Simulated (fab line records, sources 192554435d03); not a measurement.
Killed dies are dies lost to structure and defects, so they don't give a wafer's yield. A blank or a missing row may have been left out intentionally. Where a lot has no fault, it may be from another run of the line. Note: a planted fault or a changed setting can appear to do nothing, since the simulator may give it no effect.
2 desks looking at one fault / flow n5_finfet / what lay behind the numbers comes last; until then each desk has only its own

== THE DEFECT DESK ==
Counts from the inspections along the route, per lot, as means over the sampled wafers that have a number. If a lot's mean is further than 4 standard deviations from the usual mean, the lot is out of limits and carries the mark OUT (the distance appears in the brackets).
Columns: A = raw_defect_count at N5_MOL_CONTACT_COAG_INSPECT_42, usual 209
lot=L464; first seen here=day 5 03:27; A=284
lot=L466; first seen here=day 5 16:29; A=259
lot=L467; first seen here=day 5 21:58; A=170
lot=L468; first seen here=day 6 04:51; A=152
lot=L469; first seen here=day 6 10:59; A=210
lot=L474; first seen here=day 7 19:48; A=272
lot=L475; first seen here=day 8 01:31; A=286
lot=L481; first seen here=day 9 13:31; A=117
lot=L486; first seen here=day 10 14:10; A=349
lot=L487; first seen here=day 10 20:58; A=178
Finding of this desk: none of the 10 lots has anything out of limits.

== FOR THE TOOL OWNER'S DESK: ald_sin-04 ==
The tool's own readings at N5_MOL_CONTACT_COAG_ALD_131 (deposits SiO2, target thk 5 nm, pulse time 1 s, co reactant pulse time 1 s): means of the sampled wafers that have a number, for each lot that ran on this tool. If a lot's mean is further than 4 standard deviations from the usual mean, the lot is out of limits and carries the mark OUT (the distance appears in the brackets).
Columns: A = heater_power_w at N5_MOL_CONTACT_COAG_ALD_131, usual 83 W; B = precursor_pulse_height_rel at N5_MOL_CONTACT_COAG_ALD_131, usual 1.000; C = susceptor_temp_C at N5_MOL_CONTACT_COAG_ALD_131, usual 99.99 C
lot=L467; first seen here=day 5 20:53; A=82; B=1.006; C=100.00
lot=L468; first seen here=day 6 03:38; A=82; B=0.997; C=100.07
lot=L474; first seen here=day 7 18:40; A=75; B=1.016; C=100.01
lot=L475; first seen here=day 8 00:25; A=76; B=0.985; C=99.95
lot=L486; first seen here=day 10 12:55; A=82; B=1.007; C=99.95
Finding of this desk: none of the 5 lots has anything out of limits.

== ALL TOGETHER ==
Nothing the defect desk looked at was out of limits.
Nothing out of limits was seen by the tool owner's desk.

== WHAT WAS PUT IN BY THE SIMULATOR ==
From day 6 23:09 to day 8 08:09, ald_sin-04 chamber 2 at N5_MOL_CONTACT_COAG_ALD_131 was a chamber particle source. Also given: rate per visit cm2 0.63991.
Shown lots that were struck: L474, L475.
